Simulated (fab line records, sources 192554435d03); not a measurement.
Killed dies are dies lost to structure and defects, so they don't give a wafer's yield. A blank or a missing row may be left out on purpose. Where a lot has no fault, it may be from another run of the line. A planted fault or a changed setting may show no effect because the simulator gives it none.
fab line records	flow n5_finfet
record: lots: 24	wafers: 72	last_day: 18
route steps=1938 shown BEOL_M6@1251 BEOL_M7@1277
lots that met no fault: taken from a fault-free run of the same line
start_h: hours from the record's first day to the start of the lot's first wafer shown	wait_h: how many hours have passed since the lot's step before this one	" as in the row above	L1.1+2: one row covering several wafers at once	- either no value or no given start	* or withheld: withheld	< > ~ a bound
route shown NAME@n: a module of which the file shows steps, and the number in the route of the first	usual: average and standard deviation across the fault-free wafers	same: alike in all rows	chamber/n: place in a boat	sites: the reading at each site	_std_site: standard deviation across them	_edge_site: outer sites' mean less inner sites'	radius_mm: for every site, how far away it sits from the centre of the wafer	mask NAME#n: copy n	behind: the last tool/chamber to shape the wafer	hold: why the lot went on hold/how many hours it stayed there/how the hold came to an end	device: transistor that didn't switch, given as n, p or np	end of line: the route-end tests of the same wafers	a step with no rows: only its recipe	killed: count of dies lost to structure and defects at first sort (not the wafer's yield)	map: dies across one wafer; x = killed, . = not, _ = none there
set.NAME: the setting that was run; set.NAME@STEP: the one run at that earlier step	model.NAME: the simulator's own value behind a step, which no gauge read
a sample of lots followed through the steps of the route, with each step as a table and each wafer as a row
services: when a tool's chamber went out of use (start_h, in hours from the record's first day, below 0 if earlier), for how many hours, and the reason
== steps ==
step: N5_BEOL_M6_ALD_77
recipe: material: TaN	target_thk_a: 20	temp_c: 275	ald_precursor_family: PDMAT	ald_co_reactant: NH3	pressure_torr: 3	carrier_flow_sccm: 1500	pulse_time_s: 2	purge_time_s: 3	co_reactant_purge_time_s: 2	co_reactant_pulse_time_s: 3	ald_cycles: 40	precursor_vessel_temp_c: 75	precursor_vessel_pressure_torr: 26.25	precursor_vessel_carrier_sccm: 1000
usual: heater_power_w: 428/34	precursor_vessel_pressure_torr: 26.25/0.054
same: co_reactant_purge_time_s: 2
lot.wafer	tool	chamber	start_h	wait_h	heater_power_w	precursor_vessel_pressure_torr
L074.1	ald_metal-01	1	182.63	0.1	466	26.23
L074.2	"	3	"	"	419	26.23
L074.5	"	3	"	"	415	26.28
L075.3	ald_metal-02	3	186.07	0.0	401	26.25
L075.4	"	0	"	"	353	26.33
L075.5	"	0	"	"	363	26.31
L076.1	ald_metal-02	1	188.27	0.1	428	26.23
L076.2	"	0	"	"	355	26.21
L076.3	"	3	"	"	404	26.20
L077.3	ald_metal-03	3	197.57	0.0	439	26.21
L077.4	"	1	"	"	441	26.10
L077.5	"	2	"	"	423	26.25
L079.2	ald_metal-01	3	208.96	0.0	424	26.29
L079.3	"	1	"	"	457	26.15
L079.4	"	2	"	"	421	26.40
L078.1	ald_metal-03	3	211.70	0.0	434	26.32
L078.3	"	2	"	"	424	26.20
L078.4	"	0	"	"	464	26.26
L080.2	ald_metal-02	0	221.46	0.0	344	26.21
L080.3	"	2	"	"	474	26.28
L080.4	"	3	"	"	401	26.19
L081.1	ald_metal-01	0	230.50	0.0	409	26.21
L081.3	"	3	"	"	414	26.15
L081.6	"	0	"	"	416	26.22
L082.1	ald_metal-02	2	243.73	0.0	467	26.20
L082.3	"	0	"	"	348	26.20
L082.4	"	3	"	"	408	26.31
L083.2	ald_metal-03	1	244.29	0.1	447	26.20
L083.3	"	2	"	"	414	26.21
L083.6	"	1	"	"	444	26.18
L084.3	ald_metal-02	2	249.91	0.0	460	26.32
L084.5	"	2	"	"	469	26.34
L084.6	"	1	"	"	444	26.31
L085.1	ald_metal-01	2	250.77	0.0	417	26.24
L085.2	"	1	"	"	452	26.22
L085.6	"	1	"	"	463	26.33
L086.3	ald_metal-03	0	269.86	0.0	472	26.26
L086.4	"	1	"	"	451	26.24
L086.5	"	0	"	"	468	26.30
L087.3	ald_metal-03	1	275.40	0.0	447	26.32
L087.4	"	0	"	"	462	26.28
L087.5	"	1	"	"	453	26.22
L088.1	ald_metal-02	2	275.57	0.1	476	26.30
L088.2	"	1	"	"	443	26.20
L088.5	"	2	"	"	487	26.30
L090.4	ald_metal-01	0	288.18	0.0	424	26.29
L090.5	"	1	"	"	452	26.34
L090.6	"	0	"	"	413	26.33
L089.2	ald_metal-03	1	294.64	0.3	443	26.18
L089.5	"	2	"	"	415	26.17
L089.6	"	1	"	"	449	26.24
L092.1	ald_metal-03	1	303.76	0.1	443	26.23
L092.2	"	2	"	"	416	26.27
L092.5	"	3	"	"	429	26.33
L091.1	ald_metal-02	2	303.93	0.2	465	26.26
L091.3	"	3	"	"	401	26.30
L091.6	"	1	"	"	449	26.29
L094.2	ald_metal-02	2	306.24	0.0	461	26.27
L094.3	"	3	"	"	399	26.26
L094.4	"	0	"	"	363	26.31
L095.4	ald_metal-03	0	306.60	0.0	466	26.26
L095.5	"	3	"	"	448	26.27
L095.6	"	2	"	"	418	26.19
L093.1	ald_metal-01	2	313.06	0.0	411	26.26
L093.4	"	0	"	"	421	26.28
L093.5	"	0	"	"	422	26.12
L096.1	ald_metal-02	2	335.26	0.1	475	26.18
L096.3	"	0	"	"	353	26.17
L096.5	"	0	"	"	361	26.26
L097.2	ald_metal-02	0	346.99	0.0	360	26.23
L097.4	"	2	"	"	477	26.25
L097.5	"	3	"	"	394	26.15
step: N5_BEOL_M7_OVL_MEAS_12
recipe: points_per_wafer: 44
usual: M7_OVL: 0.0/0.89
lot.wafer	tool	chamber	start_h	wait_h	M7_OVL[nm]
L074.1	overlay-02	0	186.09	0.0	1.1
L074.2	"	0	"	"	-0.8
L074.5	"	0	"	"	0.3
L075.3	overlay-02	0	192.24	0.0	2.0
L075.4	"	0	"	"	-0.8
L075.5	"	0	"	"	0.6
L076.1	overlay-02	0	200.90	0.1	1.4
L076.2	"	0	"	"	-0.3
L076.3	"	0	"	"	1.3
L077.3	overlay-01	0	200.92	0.0	0.2
L077.4	"	0	"	"	0.7
L077.5	"	0	"	"	0.2
L079.2	overlay-01	0	214.40	0.0	0.5
L079.3	"	0	"	"	-0.3
L079.4	"	0	"	"	0.2
L078.1	overlay-02	0	215.37	0.0	1.5
L078.3	"	0	"	"	0.5
L078.4	"	0	"	"	1.5
L080.2	overlay-02	0	226.49	0.0	-0.3
L080.3	"	0	"	"	0.3
L080.4	"	0	"	"	0.3
L081.1	overlay-01	0	236.67	0.0	1.0
L081.3	"	0	"	"	1.5
L081.6	"	0	"	"	1.2
L082.1	overlay-02	0	247.59	0.0	-0.4
L082.3	"	0	"	"	-1.3
L082.4	"	0	"	"	-0.2
L083.2	overlay-01	0	248.25	0.0	-0.8
L083.3	"	0	"	"	1.1
L083.6	"	0	"	"	-0.6
L084.3	overlay-02	0	253.25	0.0	1.0
L084.5	"	0	"	"	-0.5
L084.6	"	0	"	"	-0.6
L085.1	overlay-02	0	254.14	0.0	-0.5
L085.2	"	0	"	"	-0.7
L085.6	"	0	"	"	-0.3
L086.3	overlay-02	0	272.62	0.0	0.3
L086.4	"	0	"	"	-0.6
L086.5	"	0	"	"	0.5
L087.3	overlay-01	0	279.01	0.0	1.0
L087.4	"	0	"	"	1.0
L087.5	"	0	"	"	-0.2
L088.1	overlay-02	0	279.11	0.0	0.1
L088.2	"	0	"	"	-0.3
L088.5	"	0	"	"	1.2
L090.4	overlay-01	0	291.73	0.0	-0.7
L090.5	"	0	"	"	-0.9
L090.6	"	0	"	"	-1.7
L089.2	overlay-01	0	299.99	0.0	-0.3
L089.5	"	0	"	"	-0.4
L089.6	"	0	"	"	-0.7
L091.1	overlay-01	0	309.79	0.0	0.9
L091.3	"	0	"	"	0.5
L091.6	"	0	"	"	0.4
L092.1	overlay-01	0	310.01	0.0	-3.0
L092.2	"	0	"	"	-1.9
L092.5	"	0	"	"	-2.3
L094.2	overlay-02	0	312.35	0.0	-0.1
L094.3	"	0	"	"	-0.2
L094.4	"	0	"	"	-0.1
L095.4	overlay-02	0	312.88	0.0	0.6
L095.5	"	0	"	"	0.0
L095.6	"	0	"	"	-0.3
L093.1	overlay-02	0	318.85	0.0	0.6
L093.4	"	0	"	"	-0.4
L093.5	"	0	"	"	-0.9
L096.1	overlay-02	0	341.13	0.0	0.1
L096.3	"	0	"	"	-0.1
L096.5	"	0	"	"	0.3
L097.2	overlay-02	0	350.93	0.0	0.9
L097.4	"	0	"	"	0.9
L097.5	"	0	"	"	-0.7
step: N5_BEOL_M7_ETCH_65
recipe: chemistry: CF4	target: SiARC	target_depth_a: 156	mask_material: CAR-EUV	time_s: 26	ion_energy_ev: 80	pressure_mtorr: 40	source_w: 545	bias_w: 36	Ar_flow_sccm: 100	cf4_flow_sccm: 100	ends: cleared
usual: drypump_motor_current_A: 5.7/0.46	etch_rf_on_time_s: 25.9/0.9	oes_product_au: 0.62/0.065	rf_vpp_V: 184.6/1.1	showerhead_plenum_p_Torr: 2.19/0.048	throttle_valve_pct: 15.69/0.2
lot.wafer	tool	chamber	start_h	wait_h	drypump_motor_current_A	etch_rf_on_time_s	oes_product_au	rf_hours_counter_h	rf_vpp_V	showerhead_plenum_p_Torr	throttle_valve_pct
L074.1	rie_diel-05	2	188.61	0.0	6.3	26.1	0.62	204	185.4	2.20	15.47
L074.2	"	0	"	"	5.3	24.3	0.67	158	184.5	2.24	15.48
L074.5	"	0	"	"	5.3	24.6	0.66	-	185.7	2.24	15.47
L075.3	rie_diel-05	0	195.74	0.0	5.3	24.7	0.65	160	186.6	2.24	15.48
L075.4	"	1	"	"	5.1	27.0	0.60	195	184.9	2.22	15.86
L075.5	"	3	"	"	6.0	25.5	0.58	-	184.4	2.13	15.82
L077.3	rie_diel-03	0	205.42	0.0	5.9	26.8	0.60	197	185.0	2.22	15.70
L077.4	"	3	"	"	5.9	25.9	0.58	231	184.4	2.22	16.09
L077.5	"	3	"	"	5.9	26.1	0.58	-	185.3	2.21	16.09
L076.1	rie_diel-05	1	205.59	0.0	5.1	26.9	0.58	198	186.1	2.22	15.86
L076.2	"	3	"	"	6.0	25.7	0.58	231	185.3	2.13	15.83
L076.3	"	0	"	"	5.3	25.0	0.65	163	186.0	2.23	15.48
L079.2	rie_diel-03	1	216.70	0.0	6.4	25.6	0.58	243	186.8	2.19	15.82
L079.3	"	2	"	"	5.7	27.0	0.65	119	182.8	2.16	15.85
L079.4	"	3	"	"	5.9	25.9	0.57	235	183.8	2.21	16.10
L078.1	rie_diel-05	3	216.82	0.0	6.1	25.4	0.58	234	182.9	2.13	15.84
L078.3	"	2	"	"	6.3	26.0	0.62	213	185.6	2.20	15.48
L078.4	"	1	"	"	5.1	26.6	0.59	201	184.8	2.22	15.88
L080.2	rie_diel-03	1	229.22	0.0	6.4	25.4	0.58	246	185.2	2.19	15.81
L080.3	"	3	"	"	5.8	25.6	0.58	238	184.7	2.21	16.11
L080.4	"	0	"	"	5.9	26.2	0.60	203	187.0	2.22	15.69
L081.1	rie_diel-06	0	240.94	0.0	5.7	27.2	0.58	215	185.3	2.18	15.48
L081.3	"	2	"	"	6.7	26.4	0.65	151	183.1	2.07	15.70
L081.6	"	0	"	"	5.7	26.8	0.59	-	182.8	2.18	15.48
L082.1	rie_diel-05	0	249.38	0.0	5.3	24.1	0.65	173	185.3	2.23	15.48
L082.3	"	1	"	"	5.1	26.5	0.59	209	184.4	2.22	15.87
L082.4	"	2	"	"	6.4	26.2	0.61	222	185.5	2.19	15.50
L083.2	rie_diel-05	0	250.44	0.0	5.3	24.5	0.65	174	185.2	2.23	15.50
L083.3	"	2	"	"	6.3	26.5	0.61	222	186.1	2.19	15.51
L083.6	"	3	"	"	6.0	25.8	0.58	-	185.1	2.12	15.83
L084.3	rie_diel-05	3	255.82	0.0	6.0	25.5	0.58	245	183.6	2.12	15.86
L084.5	"	1	"	"	5.1	26.2	0.59	-	185.6	2.22	15.89
L084.6	"	0	"	"	5.3	24.2	0.64	-	186.5	2.23	15.51
L085.1	rie_diel-05	0	256.22	0.0	5.3	24.3	0.65	177	186.1	2.23	15.51
L085.2	"	1	"	"	5.1	26.5	0.59	212	183.6	2.22	15.89
L085.6	"	1	"	"	5.1	26.7	0.59	-	186.0	2.22	15.90
L086.3	rie_diel-03	0	273.81	0.0	5.9	26.7	0.59	213	183.6	2.21	15.70
L086.4	"	1	"	"	6.5	26.0	0.56	256	184.3	2.18	15.84
L086.5	"	2	"	"	5.6	27.2	0.65	-	184.9	2.16	15.88
L088.1	rie_diel-05	2	283.74	0.0	6.3	26.6	0.60	232	184.9	2.19	15.51
L088.2	"	0	"	"	5.3	24.4	0.65	184	185.7	2.23	15.53
L088.5	"	2	"	"	6.3	26.7	0.60	-	184.9	2.19	15.53
L087.3	rie_diel-03	0	283.95	0.0	5.9	26.8	0.58	-	184.6	2.21	15.71
L087.4	"	2	"	"	5.6	27.0	0.63	-	182.6	2.15	15.88
L087.5	"	2	"	"	5.7	27.0	0.64	-	186.2	2.15	15.89
L090.4	rie_diel-05	2	293.04	0.0	6.3	26.1	0.60	-	184.0	2.19	15.54
L090.5	"	0	"	"	5.3	24.3	0.64	-	185.7	2.23	15.53
L090.6	"	3	"	"	6.0	24.8	0.84	-	183.6	2.12	15.38
L089.2	rie_diel-05	1	302.39	0.0	5.1	26.3	0.58	220	185.0	2.22	15.89
L089.5	"	0	"	"	5.3	24.7	0.63	-	184.2	2.22	15.53
L089.6	"	3	"	"	6.1	24.9	0.83	-	183.9	2.12	15.38
L091.1	rie_diel-06	3	311.27	0.0	5.2	26.2	0.61	246	181.9	2.04	15.88
L091.3	"	0	"	"	5.7	27.2	0.57	238	184.8	2.17	15.52
L091.6	"	1	"	"	5.7	26.0	0.57	-	184.9	2.21	15.61
L092.1	rie_diel-05	0	311.28	0.0	5.3	24.5	0.64	194	183.9	2.22	15.55
L092.2	"	2	"	"	6.3	26.4	0.60	241	185.1	2.19	15.52
L092.5	"	0	"	"	5.3	24.4	0.63	-	184.3	2.22	15.55
L094.2	rie_diel-05	3	313.87	0.0	6.0	25.2	0.82	8	183.1	2.12	15.38
L094.3	"	0	"	"	5.3	24.2	0.64	195	185.6	2.22	15.54
L094.4	"	1	"	"	5.1	26.3	0.58	223	185.6	2.21	15.90
L095.4	rie_diel-06	2	314.08	0.0	6.7	26.0	0.64	174	182.6	2.06	15.74
L095.5	"	0	"	"	5.7	27.2	0.57	-	184.4	2.17	15.51
L095.6	"	1	"	"	5.7	26.0	0.57	-	183.7	2.20	15.61
L093.1	rie_diel-03	0	320.06	0.0	5.9	26.9	0.58	231	184.3	2.21	15.73
L093.4	"	2	"	"	5.7	27.0	0.63	-	183.6	2.15	15.93
L093.5	"	0	"	"	5.9	26.9	0.58	-	184.6	2.21	15.75
L096.1	rie_diel-05	3	342.78	0.0	6.1	25.3	0.79	17	184.3	2.11	15.40
L096.3	"	1	"	"	5.1	26.2	0.58	233	185.1	2.21	15.92
L096.5	"	1	"	"	5.1	26.5	0.57	-	185.8	2.21	15.94
L097.2	rie_diel-05	3	353.83	0.0	6.0	25.3	0.79	19	184.1	2.11	15.41
L097.4	"	3	"	"	6.0	25.5	0.79	-	182.6	2.11	15.40
L097.5	"	0	"	"	5.3	24.7	0.62	-	184.1	2.22	15.58
step: N5_BEOL_M7_ETCH_41
recipe: chemistry: CH3F/O2	target: SiCN	target_depth_a: 319	taper_deg: 2	time_s: 57.8	ion_energy_ev: 120	mask_material: TiN	pressure_mtorr: 30	source_w: 395	bias_w: 75	Ar_flow_sccm: 150	CH3F_flow_sccm: 30	O2_flow_sccm: 20
usual: CH3F_flow_sccm: 30.01/0.1	O2_flow_sccm: 19.99/0.06	drypump_motor_current_A: 5.7/0.46	oes_product_au: 0.73/0.074	rf_vpp_V: 298.1/1.3	showerhead_plenum_p_Torr: 2.05/0.045	throttle_valve_pct: 16.41/0.2
lot.wafer	tool	chamber	start_h	wait_h	CH3F_flow_sccm	O2_flow_sccm	drypump_motor_current_A	oes_product_au	rf_hours_counter_h	rf_vpp_V	showerhead_plenum_p_Torr	throttle_valve_pct
L074.1	rie_diel-05	2	-	-	30.05	19.93	6.3	0.73	205	298.4	2.08	16.28
L074.2	"	0	"	"	29.98	20.14	5.3	0.76	158	300.2	2.08	16.13
L074.5	"	0	"	"	29.91	20.07	5.3	0.76	-	297.6	2.08	16.13
L075.3	rie_diel-05	0	-	-	30.05	19.97	5.3	0.75	160	299.2	2.08	16.14
L075.4	"	1	"	"	30.02	19.98	5.1	0.69	195	297.1	2.09	16.58
L075.5	"	3	"	"	29.86	19.95	6.0	0.67	-	297.0	2.00	16.58
L077.3	rie_diel-03	0	-	-	30.11	19.96	5.9	0.70	197	299.2	2.08	16.41
L077.4	"	3	"	"	29.98	20.09	5.9	0.67	231	297.6	2.07	16.77
L077.5	"	3	"	"	30.07	20.11	5.8	0.66	-	295.0	2.07	16.77
L076.1	rie_diel-05	1	-	-	29.87	20.02	5.1	0.69	198	299.0	2.08	16.60
L076.2	"	3	"	"	30.00	20.03	6.0	0.67	231	296.2	2.00	16.61
L076.3	"	0	"	"	29.78	20.01	5.3	0.75	163	299.2	2.08	16.14
L079.2	rie_diel-03	1	-	-	29.96	19.97	6.4	0.68	243	298.9	2.06	16.59
L079.3	"	2	"	"	30.04	19.89	5.7	0.75	119	297.4	2.02	16.57
L079.4	"	3	"	"	29.93	20.07	5.8	0.67	235	298.4	2.06	16.78
L078.1	rie_diel-05	3	-	-	30.01	20.04	6.0	0.68	234	295.7	1.99	16.59
L078.3	"	2	"	"	30.06	20.06	6.4	0.73	213	298.9	2.07	16.29
L078.4	"	1	"	"	29.91	19.92	5.1	0.69	201	297.4	2.08	16.60
L080.2	rie_diel-03	1	-	-	30.04	19.89	6.4	0.67	246	298.9	2.06	16.58
L080.3	"	3	"	"	29.98	19.96	5.9	0.67	238	299.0	2.06	16.78
L080.4	"	0	"	"	29.99	20.07	5.9	0.70	203	298.7	2.08	16.43
L081.1	rie_diel-06	0	-	-	30.05	20.03	5.7	0.69	216	297.6	2.04	16.17
L081.3	"	2	"	"	29.66	19.98	6.7	0.75	151	297.1	1.94	16.43
L081.6	"	0	"	"	29.95	19.94	5.7	0.68	-	299.9	2.04	16.16
L082.1	rie_diel-05	0	-	-	29.83	20.07	5.3	0.76	173	299.0	2.08	16.13
L082.3	"	1	"	"	29.81	20.01	5.1	0.68	209	298.4	2.08	16.61
L082.4	"	2	"	"	29.92	19.92	6.3	0.72	222	298.6	2.07	16.31
L083.2	rie_diel-05	0	-	-	30.07	19.97	5.3	0.76	174	299.7	2.08	16.15
L083.3	"	2	"	"	30.15	19.88	6.3	0.72	222	298.9	2.07	16.32
L083.6	"	3	"	"	29.94	19.92	6.0	0.67	-	298.2	1.99	16.62
L084.3	rie_diel-05	3	-	-	30.10	20.00	6.1	0.66	245	297.1	1.99	16.63
L084.5	"	1	"	"	29.93	19.97	5.1	0.69	-	298.8	2.08	16.62
L084.6	"	0	"	"	29.98	20.01	5.3	0.75	-	298.7	2.08	16.18
L085.1	rie_diel-05	0	-	-	29.87	20.01	5.3	0.75	177	298.6	2.08	16.16
L085.2	"	1	"	"	29.99	19.96	5.1	0.68	212	298.7	2.08	16.62
L085.6	"	1	"	"	29.95	20.01	5.1	0.68	-	299.2	2.08	16.63
L086.3	rie_diel-03	0	-	-	30.10	19.93	5.9	0.69	213	299.2	2.07	16.44
L086.4	"	1	"	"	30.03	19.99	6.4	0.66	256	298.5	2.06	16.62
L086.5	"	2	"	"	30.02	20.01	5.7	0.75	-	297.8	2.01	16.58
L088.1	rie_diel-05	2	-	-	30.12	20.03	6.3	0.70	233	299.7	2.07	16.32
L088.2	"	0	"	"	29.94	19.96	5.3	0.75	184	298.3	2.07	16.17
L088.5	"	2	"	"	30.00	20.11	6.3	0.70	-	299.5	2.07	16.32
L087.3	rie_diel-03	0	-	-	30.00	20.03	5.9	0.69	-	298.6	2.07	16.44
L087.4	"	2	"	"	29.97	19.91	5.6	0.75	-	297.4	2.01	16.59
L087.5	"	2	"	"	30.06	19.95	5.6	0.74	-	294.5	2.01	16.59
L090.4	rie_diel-05	2	-	-	29.95	19.97	6.3	0.70	-	298.2	2.06	16.34
L090.5	"	0	"	"	30.09	19.95	5.3	0.74	-	298.8	2.07	16.18
L090.6	"	3	"	"	30.14	19.96	6.1	0.97	-	297.2	1.99	16.15
L089.2	rie_diel-05	1	-	-	29.97	19.98	5.1	0.69	220	299.9	2.08	16.65
L089.5	"	0	"	"	29.91	20.04	5.3	0.74	-	298.2	2.07	16.20
L089.6	"	3	"	"	29.90	20.03	6.1	0.96	-	296.2	1.99	16.16
L091.1	rie_diel-06	3	-	-	30.07	19.96	5.2	0.70	246	297.0	1.89	16.49
L091.3	"	0	"	"	30.00	20.07	5.7	0.67	238	298.8	2.03	16.20
L091.6	"	1	"	"	30.02	19.98	5.7	0.67	-	299.6	2.08	16.37
L092.1	rie_diel-05	0	-	-	30.02	19.99	5.3	0.73	194	297.2	2.07	16.18
L092.2	"	2	"	"	30.13	20.07	6.3	0.70	241	297.0	2.06	16.33
L092.5	"	0	"	"	29.90	20.00	5.3	0.73	-	298.0	2.07	16.20
L094.2	rie_diel-05	3	-	-	30.01	20.01	6.0	0.94	9	297.8	1.99	16.16
L094.3	"	0	"	"	29.96	19.89	5.3	0.74	195	298.6	2.07	16.20
L094.4	"	1	"	"	29.90	19.97	5.1	0.68	224	299.0	2.08	16.63
L095.4	rie_diel-06	2	-	-	29.98	19.99	6.7	0.75	174	294.9	1.93	16.47
L095.5	"	0	"	"	30.07	20.04	5.7	0.67	-	298.3	2.03	16.20
L095.6	"	1	"	"	30.11	19.97	5.7	0.67	-	298.4	2.07	16.37
L093.1	rie_diel-03	0	-	-	30.09	20.08	5.9	0.68	231	299.8	2.07	16.48
L093.4	"	2	"	"	30.13	19.90	5.7	0.73	-	295.2	2.01	16.61
L093.5	"	0	"	"	29.93	20.10	5.9	0.68	-	300.0	2.07	16.47
L096.1	rie_diel-05	3	-	-	30.01	19.93	6.0	0.93	17	296.0	1.98	16.17
L096.3	"	1	"	"	29.82	19.96	5.1	0.67	233	299.2	2.07	16.65
L096.5	"	1	"	"	29.81	20.00	5.1	0.67	-	297.8	2.07	16.65
L097.2	rie_diel-05	3	-	-	29.98	20.09	6.1	0.92	20	296.3	1.98	16.18
L097.4	"	3	"	"	30.08	20.07	6.1	0.92	-	297.7	1.98	16.18
L097.5	"	0	"	"	30.19	20.06	5.3	0.73	-	299.3	2.07	16.21
step: N5_BEOL_M7_CD_MEAS_35
recipe: target_cd_nm: 40	polarity: opening
usual: cd_nm: 39.9/0.8
lot.wafer	tool	chamber	start_h	wait_h	cd_nm
L074.1	cd_sem-02	-	189.14	0.0	39.2
L074.2	"	-	"	"	40.0
L074.5	"	-	"	"	41.1
L075.3	cd_sem-02	-	196.27	0.0	39.8
L075.4	"	-	"	"	39.9
L075.5	"	-	"	"	40.8
L077.3	cd_sem-03	-	205.96	0.0	40.7
L077.4	"	-	"	"	38.2
L077.5	"	-	"	"	38.6
L076.1	cd_sem-02	-	206.12	0.0	39.6
L076.2	"	-	"	"	37.9
L076.3	"	-	"	"	38.9
L079.2	cd_sem-01	-	217.23	0.0	40.5
L079.3	"	-	"	"	41.4
L079.4	"	-	"	"	41.4
L078.1	cd_sem-02	-	217.35	0.0	41.8
L078.3	"	-	"	"	40.9
L078.4	"	-	"	"	40.2
L080.2	cd_sem-02	-	229.76	0.0	41.1
L080.3	"	-	"	"	39.5
L080.4	"	-	"	"	39.6
L081.1	cd_sem-02	-	241.47	0.0	40.8
L081.3	"	-	"	"	40.2
L081.6	"	-	"	"	39.5
L082.1	cd_sem-03	-	249.91	0.0	40.2
L082.3	"	-	"	"	40.4
L082.4	"	-	"	"	40.7
L083.2	cd_sem-02	-	250.97	0.0	39.5
L083.3	"	-	"	"	39.8
L083.6	"	-	"	"	40.5
L084.3	cd_sem-03	-	256.35	0.0	39.7
L084.5	"	-	"	"	38.2
L084.6	"	-	"	"	39.2
L085.1	cd_sem-02	-	256.75	0.0	39.1
L085.2	"	-	"	"	40.8
L085.6	"	-	"	"	39.2
L086.3	cd_sem-01	-	274.36	0.0	39.7
L086.4	"	-	"	"	39.7
L086.5	"	-	"	"	39.2
L088.1	cd_sem-01	-	284.45	0.0	39.6
L088.2	"	-	"	"	40.8
L088.5	"	-	"	"	39.0
L087.3	cd_sem-02	-	284.66	0.0	39.3
L087.4	"	-	"	"	38.5
L087.5	"	-	"	"	39.8
L090.4	cd_sem-02	-	293.57	0.0	40.5
L090.5	"	-	"	"	40.2
L090.6	"	-	"	"	39.9
L089.2	cd_sem-01	-	302.95	0.0	40.2
L089.5	"	-	"	"	39.7
L089.6	"	-	"	"	40.9
L092.1	cd_sem-01	-	311.81	0.0	41.0
L092.2	"	-	"	"	40.1
L092.5	"	-	"	"	40.1
L091.1	cd_sem-02	-	311.90	0.0	39.8
L091.3	"	-	"	"	39.4
L091.6	"	-	"	"	39.7
L094.2	cd_sem-01	-	314.42	0.0	40.0
L094.3	"	-	"	"	39.6
L094.4	"	-	"	"	39.8
L095.4	cd_sem-01	-	314.61	0.0	41.0
L095.5	"	-	"	"	40.6
L095.6	"	-	"	"	41.4
L093.1	cd_sem-02	-	320.59	0.0	39.5
L093.4	"	-	"	"	40.8
L093.5	"	-	"	"	38.9
L096.1	cd_sem-02	-	343.31	0.0	40.2
L096.3	"	-	"	"	39.4
L096.5	"	-	"	"	39.4
L097.2	cd_sem-02	-	354.36	0.0	40.5
L097.4	"	-	"	"	39.4
L097.5	"	-	"	"	39.1
step: N5_BEOL_M7_INSPECT_58
recipe: inspect_instrument: darkfield	mode: post_dep
usual: raw_defect_count: 72/23
lot.wafer	tool	chamber	start_h	wait_h	raw_defect_count
L074.1	defect_inspect-01	-	192.60	0.0	38
L074.2	"	-	"	"	42
L074.5	"	-	"	"	69
L075.3	defect_inspect-01	-	198.64	0.0	86
L075.4	"	-	"	"	105
L075.5	"	-	"	"	84
L077.3	defect_inspect-01	-	207.94	0.0	89
L077.4	"	-	"	"	50
L077.5	"	-	"	"	77
L076.1	defect_inspect-01	-	208.24	0.0	36
L076.2	"	-	"	"	90
L076.3	"	-	"	"	67
L079.2	defect_inspect-02	-	220.35	0.0	116
L079.3	"	-	"	"	73
L079.4	"	-	"	"	89
L078.1	defect_inspect-01	-	220.67	0.0	63
L078.3	"	-	"	"	88
L078.4	"	-	"	"	115
L080.2	defect_inspect-01	-	232.27	0.0	96
L080.3	"	-	"	"	55
L080.4	"	-	"	"	52
L081.1	defect_inspect-02	-	244.51	0.0	59
L081.3	"	-	"	"	96
L081.6	"	-	"	"	83
L082.1	defect_inspect-02	-	252.16	0.0	47
L082.3	"	-	"	"	56
L082.4	"	-	"	"	80
L083.2	defect_inspect-02	-	253.78	0.0	73
L083.3	"	-	"	"	79
L083.6	"	-	"	"	100
L084.3	defect_inspect-02	-	259.85	0.0	61
L084.5	"	-	"	"	89
L084.6	"	-	"	"	86
L085.1	defect_inspect-02	-	260.29	0.0	44
L085.2	"	-	"	"	61
L085.6	"	-	"	"	27
L086.3	defect_inspect-02	-	276.35	0.0	35
L086.4	"	-	"	"	65
L086.5	"	-	"	"	78
L088.1	defect_inspect-02	-	287.25	0.0	108
L088.2	"	-	"	"	71
L088.5	"	-	"	"	86
L087.3	defect_inspect-02	-	288.42	0.2	65
L087.4	"	-	"	"	100
L087.5	"	-	"	"	103
L090.4	defect_inspect-02	-	296.33	0.0	65
L090.5	"	-	"	"	54
L090.6	"	-	"	"	86
L089.2	defect_inspect-02	-	305.39	0.0	62
L089.5	"	-	"	"	78
L089.6	"	-	"	"	90
L091.1	defect_inspect-02	-	315.01	0.0	77
L091.3	"	-	"	"	83
L091.6	"	-	"	"	66
L092.1	defect_inspect-02	-	315.28	0.0	76
L092.2	"	-	"	"	62
L092.5	"	-	"	"	57
L094.2	defect_inspect-01	-	316.55	0.0	62
L094.3	"	-	"	"	64
L094.4	"	-	"	"	81
L095.4	defect_inspect-01	-	316.81	0.0	96
L095.5	"	-	"	"	144
L095.6	"	-	"	"	60
L093.1	defect_inspect-02	-	324.75	0.2	81
L093.4	"	-	"	"	147
L093.5	"	-	"	"	91
L096.1	defect_inspect-01	-	346.19	0.0	74
L096.3	"	-	"	"	72
L096.5	"	-	"	"	56
L097.2	defect_inspect-01	-	357.00	0.0	77
L097.4	"	-	"	"	71
L097.5	"	-	"	"	81
== services ==
tool	chamber	start_h	hours	kind
rie_diel-06	-	182.23	2.8	pm
ald_metal-01	-	188.19	2.3	repair
ald_metal-02	2	227.19	6.8	repair
rie_diel-03	-	242.73	14.6	pm
rie_diel-05	3	272.30	-	clean
rie_diel-05	3	272.30	-	consumable_replace:focus_ring
rie_diel-05	3	272.30	16.6	scheduled_down
rie_diel-05	3	272.30	16.6	vent_cycle
rie_diel-03	3	279.83	-	clean
rie_diel-03	3	279.83	-	consumable_replace:focus_ring
rie_diel-03	3	279.83	23.5	scheduled_down
rie_diel-03	3	279.83	23.5	vent_cycle
rie_diel-05	1	282.09	17.6	repair
rie_diel-05	2	299.70	4.2	repair
rie_diel-05	-	302.74	1.0	repair
rie_diel-03	1	303.75	-	clean
rie_diel-03	1	303.75	-	consumable_replace:focus_ring
rie_diel-03	1	303.75	22.1	scheduled_down
rie_diel-03	1	303.75	22.1	vent_cycle
rie_diel-06	3	323.07	-	clean
rie_diel-06	3	323.07	-	consumable_replace:focus_ring
rie_diel-06	1	329.32	4.8	repair
rie_diel-05	2	346.06	7.8	repair
rie_diel-03	3	352.59	6.3	repair
== key ==
fault none
